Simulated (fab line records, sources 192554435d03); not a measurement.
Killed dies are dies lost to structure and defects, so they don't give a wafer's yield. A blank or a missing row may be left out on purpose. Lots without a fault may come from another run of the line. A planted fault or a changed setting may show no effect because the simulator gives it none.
A struck lot beside a sound one | flow n5_finfet | 41 steps out of a route of 1938
Sound: wafers L978.1, L978.2, L978.5. Struck: wafers L993.1, L993.3, L993.4. The cause comes at the end.
At each step with rows: each side's tool, then ch and its chambers, then its first start. Under that, the readings that differ: sound wafers | struck wafers | difference of the means | sigmas: that difference in standard deviations of wafers without a fault.
alike: readings whose means differ by less than 2 such deviations, and words and numbers that are the same on both sides. not compared: withheld readings, readings that some wafer has no value for, bounds like >300 that may hide the same value, and numbers for which the record gives no deviation and whose values overlap.
The two part at a step that has a row with sigmas, a row that says differs or no value, or rows on one side only. Numbers that don't overlap but have no deviation are shown without sigmas and don't part them. A reading that every wafer of one side lacks parts them only if that side has two wafers or more.

first, 3 steps without rows for these wafers: N5_BEOL_M3_SPUTTER_48 (material Cu, target thk 4.5 nm, time 8.29 s); N5_BEOL_M3_ANNEAL_49 (time 240 s); N5_BEOL_M3_SPUTTER_79 (material Cu, target thk 4.5 nm, time 8.29 s).
N5_BEOL_M3_ANNEAL_80: time 240 s.
  sound on pvd_sputter-03, day 7 07:32; struck on pvd_sputter-01, day 11 07:11
  alike: heater_power_w
then, 3 steps without rows for these wafers: N5_BEOL_M3_SPUTTER_81 (material Cu, target thk 4.5 nm, time 8.29 s); N5_BEOL_M3_ANNEAL_82 (time 240 s); N5_BEOL_M3_SPUTTER_86 (material Cu, target thk 4.5 nm, time 8.29 s).
N5_BEOL_M3_ANNEAL_87: time 240 s.
  sound on pvd_sputter-03, day 7 07:59; struck on pvd_sputter-01, day 11 07:37
  reading            | sound       | struck      | difference | sigmas
  heater_power_w (W) | 933 862 952 | 747 816 830 | -118       | -2
then, 2 steps without rows for these wafers: N5_BEOL_M3_SPUTTER_88 (material Cu, target thk 4.5 nm, time 8.29 s); N5_BEOL_M3_ANNEAL_89 (time 240 s).
N5_BEOL_M3_SPUTTER_90: material Cu, target thk 4.5 nm, time 8.29 s.
  sound on pvd_sputter-03, day 7 08:20; struck on pvd_sputter-01, day 11 07:59
  alike: throttle_valve_pct
then, 1 step without rows for these wafers: N5_BEOL_M3_ANNEAL_91 (time 240 s).
N5_BEOL_M3_SPUTTER_92: material Cu, target thk 4.5 nm, time 8.29 s.
  sound on pvd_sputter-03, day 7 08:34; struck on pvd_sputter-01, day 11 08:12
  alike: throttle_valve_pct
then, 1 step without rows for these wafers: N5_BEOL_M3_ANNEAL_93 (time 240 s).
N5_BEOL_M3_SPUTTER_94: material Cu, target thk 4.5 nm, time 8.29 s.
  sound on pvd_sputter-03, day 7 08:47; struck on pvd_sputter-01, day 11 08:25
  alike: throttle_valve_pct
then, 3 steps without rows for these wafers: N5_BEOL_M3_ANNEAL_95 (time 240 s); N5_BEOL_M3_SPUTTER_96 (material Cu, target thk 4.5 nm, time 8.29 s); N5_BEOL_M3_ECD_50 (material Cu, target thk 300 nm).
N5_BEOL_M3_ANNEAL_51: time 90 s.
  sound on rtp_anneal-02 ch 0, day 7 09:12; struck on rtp_anneal-01 ch 0, day 11 08:50
  alike: wafer_temp_C_max
then, 5 steps without rows for these wafers: N5_BEOL_M3_CMP_52 (polishes, stops on SiOC, t overpolish 6.8 s, target thk 40 nm); N5_BEOL_M3_PRE_CLEAN_60 (time 15 s); N5_BEOL_M3_CO_CAP_55 (material Co, precursor CCTBA/H2, target thk 2 nm, time 102.1 s); N5_BEOL_M3_PRE_CLEAN_56 (time 15 s); N5_BEOL_M3_DEP_57 (deposits SiCN from 3MS/NH3, target thk 8 nm, time 14 s).
N5_BEOL_M3_RS_MEAS_58: measures by four-point-probe.
  sound on film_metro-02, day 7 10:04; struck on film_metro-01, day 11 09:41
  alike: M3_RS
then, 1 step without rows for these wafers: N5_BEOL_M4_ILD_DEP_00 (deposits SiOC from DEMS/O2, target thk 79 nm, time 15.3 s).
N5_BEOL_M4_THK_MEAS_01:
  sound on film_metro-01, day 7 10:12; struck on film_metro-02, day 11 09:49
  alike: M4_ILD_THK
then, 11 steps without rows for these wafers: N5_BEOL_M4_PECVD_72 (deposits SiO2 from TEOS/O2, target thk 16 nm, time 18 s); N5_BEOL_M4_HM_DEP_02 (deposits TiN, target thk 20 nm); N5_BEOL_M4_COAT_61 (time 60 s, resist thk 60 nm); N5_BEOL_M4_COAT_62 (time 60 s, resist thk 12 nm); N5_BEOL_M4_COAT_73 (time 60 s, resist thk 5 nm); N5_BEOL_M4_COAT_05 (resist thk 30 nm); N5_BEOL_M4_EBR_07; N5_BEOL_M4_SOFTBAKE_06 (time 60 s); N5_BEOL_M4_EXPOSE_08 (exposes mask M4); N5_BEOL_M4_PEB_09 (peb time 60 s); N5_BEOL_M4_DEVELOP_10 (develop time 30 s).
N5_BEOL_M4_CD_MEAS_11: target cd 16.79 nm.
  sound on cd_sem-01 ch 0, day 7 10:53; struck on cd_sem-02 ch 0, day 11 10:47
  alike: cd_nm
N5_BEOL_M4_OVL_MEAS_12:
  sound on overlay-02 ch 0, day 7 10:55; struck on overlay-02 ch 0, day 11 10:49
  alike: M4_OVL
-- the record jumps here: 4 days lie between the struck wafers' starts before and after (it left off in module BEOL_M4 and takes up again in module PASSIVATION, whose first step shown is number 1936 of the route) --
N5_PASSIVATION_PROBE_49:
  sound on prober-01, day 11 18:36; struck on prober-01, day 15 18:01
  reading                  | sound          | struck         | difference | sigmas
  defect_limited_yield (%) | 88.4 89.6 91.4 | 80.3 83.4 80.1 | -8.5       | -6
  killed_at_M0_to_M3       | 60 58 46       | 146 122 147    | +84        | +8
  killed_dies              | 137 123 101    | 232 196 235    | +101       | +6
  killed_on_rim            | 18 26 15       | 34 29 41       | +15        | +3
  killed_short             | 58 40 40       | 28 35 25       | -17        | -2
  sort_bin_5_function (%)  | 8.1 6.4 5.3    | 12.4 10.1 10.9 | +4.5       | +4
  sort_n_pass              | 1043 1057 1079 | 948 984 945    | -101       | -6
  sort_yield_pct (%)       | 88.4 89.6 91.4 | 80.3 83.4 80.1 | -8.5       | -6
  alike: killed_at_M4_up, killed_at_contacts, killed_at_front_end, killed_at_other, killed_open, sort_bin_6_memory, sort_bin_8_speed

WHERE THEY PART
First at N5_BEOL_M3_ANNEAL_87; last, within this record, at N5_PASSIVATION_PROBE_49.

WHY: what the simulator had put in
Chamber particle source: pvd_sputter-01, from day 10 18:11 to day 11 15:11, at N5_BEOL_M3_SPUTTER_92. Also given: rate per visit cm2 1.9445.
